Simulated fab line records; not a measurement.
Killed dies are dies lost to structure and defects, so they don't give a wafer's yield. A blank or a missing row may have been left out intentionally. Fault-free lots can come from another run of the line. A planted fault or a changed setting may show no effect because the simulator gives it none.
Matching of chambers + flow n5-finfet + N5_BEOL_M13_DESCUM_33 on rie-diel-05: 4 sister chambers
The step chemistry O2, time 7.9 s. 16 wafers are shown with their chamber, then 8 later ones without.

WAFERS PAIRED WITH THEIR CHAMBERS
| wafer  | chamber | drypump-motor-current-A (A) | showerhead-plenum-p-Torr (Torr) | throttle-valve-pct (%) |
|--------|---------|-----------------------------|---------------------------------|------------------------|
| L076.2 | 1       | 6.1                         | 2.20                            | 20.16                  |
| L076.5 | 2       | 6.8                         | 2.20                            | 20.01                  |
| L076.6 | 3       | 5.8                         | 2.18                            | 20.30                  |
| L075.3 | 1       | 6.1                         | 2.20                            | 20.18                  |
| L075.5 | 2       | 6.7                         | 2.19                            | 20.01                  |
| L075.6 | 3       | 5.8                         | 2.18                            | 20.32                  |
| L077.2 | 2       | 6.7                         | 2.19                            | 20.01                  |
| L077.5 | 0       | 5.6                         | 1.95                            | 20.57                  |
| L077.6 | 3       | 5.8                         | 2.17                            | 20.32                  |
| L082.1 | 1       | 6.1                         | 2.20                            | 20.18                  |
| L082.2 | 2       | 6.7                         | 2.19                            | 20.03                  |
| L082.4 | 0       | 5.6                         | 1.94                            | 20.59                  |
| L088.1 | 0       | 5.6                         | 1.94                            | 20.58                  |
| L088.2 | 1       | 6.1                         | 2.19                            | 20.21                  |
| L088.4 | 0       | 5.6                         | 1.94                            | 20.59                  |
| L090.1 | 1       | 6.1                         | 2.19                            | 20.21                  |

SIGNATURES (averages over the wafers above)
| reading                  | chamber 0 | chamber 1 | chamber 2 | chamber 3 | scatter within a chamber |
|--------------------------|-----------|-----------|-----------|-----------|--------------------------|
| drypump-motor-current-A  | 5.600     | 6.100     | 6.725     | 5.800     | 0.025                    |
| showerhead-plenum-p-Torr | 1.9425    | 2.1960    | 2.1925    | 2.1767    | 0.0053                   |
| throttle-valve-pct       | 20.5825   | 20.1880   | 20.0150   | 20.3133   | 0.0151                   |
Rule: for each reading, subtract the chamber's mean from the wafer's reading, divide by that reading's scatter and square the result; add these up over the readings and take the root, which gives the wafer's distance from the chamber. The wafer belongs to the nearest chamber; if the next one is less than 2 further off, it can't be placed. The scatter is the square root of a quotient: the sum, over the shown wafers, of each reading's squared deviation from its chamber's mean, divided by wafers minus chambers.

WAFERS WITH NO CHAMBER GIVEN
| wafer  | drypump-motor-current-A (A) | showerhead-plenum-p-Torr (Torr) | throttle-valve-pct (%) |
|--------|-----------------------------|---------------------------------|------------------------|
| L090.4 | 6.7                         | 2.19                            | 20.05                  |
| L090.6 | 6.1                         | 2.19                            | 20.21                  |
| L091.1 | 6.1                         | 2.19                            | 20.21                  |
| L091.3 | 5.6                         | 1.94                            | 20.62                  |
| L091.4 | 5.6                         | 1.94                            | 20.61                  |
| L092.2 | 6.1                         | 2.19                            | 20.21                  |
| L092.4 | 6.7                         | 2.18                            | 20.05                  |
| L092.6 | 6.1                         | 2.19                            | 20.22                  |

EACH ONE'S CHAMBER
| wafer  | from the rows above | in truth |
|--------|---------------------|----------|
| L090.4 | 2                   | 2        |
| L090.6 | 1                   | 1        |
| L091.1 | 1                   | 1        |
| L091.3 | 0                   | 0        |
| L091.4 | 0                   | 0        |
| L092.2 | 1                   | 1        |
| L092.4 | 2                   | 2        |
| L092.6 | 1                   | 1        |
8 of 8 placed correctly. Left unplaced by these rows: 0. 0 placed wrongly.
